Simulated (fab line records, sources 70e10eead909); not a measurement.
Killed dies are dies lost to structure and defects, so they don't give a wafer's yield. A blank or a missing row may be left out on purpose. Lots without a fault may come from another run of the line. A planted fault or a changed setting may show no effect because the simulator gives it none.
Problem report in the 8D (eight disciplines) form, filled by code | flow nand_harc | the parts of the form that need people (team, actions taken, sign-off) are left out

1. THE PROBLEM
time_to_endpoint_s at NHARC_A_CONTACT_CMP_20 reads a mean of 116 s on 4 wafers of 2 lots; wafers without a fault read 60 s with a standard deviation of 3.8. That is +15 standard deviations from the usual mean.
The step: polishes, t overpolish 30 s, target thk 300 nm.
First seen on wafer L149.6, day 24 05:36, on cmp-01. The record holds 33 wafers of 11 lots with a number at this step. Rule for "out", or "out of limits": more than 4 standard deviations from the usual mean. The other wafers with a number count as sound.

2. WHAT IT IS AND WHAT IT IS NOT
question                    | is                             | is not
which readings at this step | time_to_endpoint_s             | overpolish_run_s
which lots                  | L148, L149                     | L144, L145, L147, L158, L160, L161, L162, L163, L166
which wafers of those lots  | L148.2, L148.4, L148.6, L149.6 | L149.3, L149.5
read on which tools         | cmp-01, cmp-03                 | cmp-04
when                        | from day 24 05:36              | up to then (11 sound wafers); but 18 sound wafers of L158, L160, L161, L162, L163, L166 came after

3. SUSPECTS, AND WHAT RULES EACH OUT
Counting: a tool at a process step up to the reading stays a suspect if it ran every lot that is out. Sound lots after the first of them don't rule it out here, since some wafers of a struck lot are sound.
- cvd_w-02 at NHARC_A_CONTACT_CVD_19 (deposits W, target thk 300 nm, time 802 s): kept. It ran every lot that is out, first L149 (day 24 05:05); its last sound lot up to then is L144 (day 22 11:09).
- Within cvd_w-02 at NHARC_A_CONTACT_CVD_19: the wafers that are out ran in chamber 0; their sound lot-mates ran in chamber 1.
Left after counting: cvd_w-02 at NHARC_A_CONTACT_CVD_19.

4. THE CAUSE (what the simulator had put in)
Process parameter drift: cvd_w-02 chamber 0, from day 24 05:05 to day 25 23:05, at NHARC_A_CONTACT_CVD_19. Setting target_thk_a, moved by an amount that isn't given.
Counting left only this tool.

5. THE CHAIN OF EFFECTS, in route order
Each row: a reading whose mean over the struck wafers that have a number lies more than 3 standard deviations from the usual. Only readings for which the record gives a usual standard deviation are gone through. hours: the time from each lot's start at the first step in this table that gives one to its start at this step, as a median over the lots. sigmas: the change in usual standard deviations.
hours | step                   | reading            | usual | on struck wafers | change | sigmas
0     | NHARC_A_CONTACT_CMP_20 | time_to_endpoint_s | 60 s  | 116              | +56    | +15
The process steps in it:
- NHARC_A_CONTACT_CMP_20: polishes, t overpolish 30 s, target thk 300 nm.

6. WHAT WOULD HAVE CAUGHT IT SOONER
In this record the first reading out of limits was taken at day 24 05:36, 1 hour after the fault began at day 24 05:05.
Of the tool readings at NHARC_A_CONTACT_CVD_19 for which the record gives a usual standard deviation, none was out on any struck wafer, so an alarm limit of 4 standard deviations on them would not have fired.
All the lots that are out (2) had begun NHARC_A_CONTACT_CVD_19 on cvd_w-02 by day 24 05:36. A hold on the tool at that time would have spared none of them.
